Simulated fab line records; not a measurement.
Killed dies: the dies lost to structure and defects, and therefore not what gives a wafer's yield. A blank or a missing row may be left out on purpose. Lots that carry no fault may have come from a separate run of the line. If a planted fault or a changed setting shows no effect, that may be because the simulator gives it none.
Struck lot and sound lot, side by side :: flow nand harc :: 15 steps out of a route of 1302
Sound: these wafers, L808.3, L808.5, L808.6. Struck: wafers L820.3, L820.4, L820.5. The cause comes at the end.
Per side, at each step with rows, come the tool, then ch with its chambers, and then its first start. Under that, the readings that differ: sound wafers :: struck wafers :: difference of the means :: sigmas: that difference in standard deviations of wafers without a fault.
alike: a reading whose means differ by less than 2 such deviations, as well as words and numbers matching on both sides. not compared: withheld readings; readings where some wafer has no value; bounds like >300 that might hide an equal value; numbers whose values overlap and for which the record gives no deviation.
The two part at a step that has a row with sigmas, a row that says differs or no value, or rows on one side only. Numbers that don't overlap but have no deviation are shown without sigmas and don't part them. Lack of a reading on every wafer of one side parts them only where that side has two or more wafers.

NHARC_P_GATE_DESCUM_93: chemistry O2, time 3 s.
  sound on rie diel-04 ch 0,1,2, day 8 21:20; struck on rie diel-04 ch 1,3, day 13 23:59
  alike: drypump motor current A, oes product au, rf vpp V, showerhead plenum p Torr, throttle valve pct
  not compared: rf hours counter h
then, 2 steps without rows for these wafers: NHARC_P_GATE_IMPLANT_94; NHARC_P_GATE_STRIP_113 (strips in N2/H2, time 740 s).
NHARC_P_GATE_STRIP_95: strips in O2.
  sound on plasma asher-01 ch 0,1, day 8 22:23; struck on plasma asher-01 ch 0,1, day 14 01:04
  alike: drypump motor current A, heater power w
  not compared: rf hours counter h
then, 3 steps without rows for these wafers: NHARC_P_GATE_STRIP_96 (strips in SPM, time 900 s); NHARC_P_GATE_RTA_64 (time 1 s); NHARC_P_GATE_ETCH_77 (etches SiO2 in dHF, target depth 6 nm).
NHARC_P_GATE_DEGAS_109: time 60 s.
  sound on pvd sputter-03 at day 8 23:14; struck on pvd sputter-02 at day 14 01:55
  alike: heater power w
then, 3 steps without rows for these wafers: NHARC_P_GATE_PRE_CLEAN_110 (time 30 s); NHARC_P_GATE_SPUTTER_78 (material Ni, target thk 10 nm); NHARC_P_GATE_SPUTTER_79 (material TiN, target thk 10 nm).
NHARC_P_GATE_RTA_80: time 30 s.
  sound on rtp anneal-01 ch 0, day 8 23:35; struck on rtp anneal-01 ch 0, day 14 02:16
  alike: lamp power pct, wafer_temp_C_max
NHARC_P_GATE_STRIP_67: strips in SPM, time 600 s.
  sound on wet bench-09 ch 0,3,5, day 8 23:43; struck on wet bench-09 ch 0,2,6, day 14 02:25
reading: run length s (s)
sound: 603.7 603.2 604.5
struck: 312.5 315.2 314.3
difference: -289.8
sigmas: -99 or more
NHARC_P_GATE_RTA_82: time 30 s.
  sound on rtp anneal-02 ch 0, day 9 00:02; struck on rtp anneal-01 ch 0, day 14 02:44
reading: lamp power pct (%)
sound: 4.3 4.3 4.3
struck: 3.4 3.4 3.4
difference: -0.9
sigmas: -2

reading: wafer_temp_C_max
sound: 454.2 453.4 453.5
struck: 451.3 452.0 451.9
difference: -2.0
sigmas: -2
next, for these wafers, 1 step has no rows: NHARC_END_SORT_01.

## WHERE THEY PART
At NHARC_P_GATE_STRIP_67 first; at NHARC_P_GATE_RTA_82 last (within this record only).

WHY: whatever the simulator had introduced
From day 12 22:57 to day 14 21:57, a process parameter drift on wet bench-09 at NHARC_P_GATE_STRIP_67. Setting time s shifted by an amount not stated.
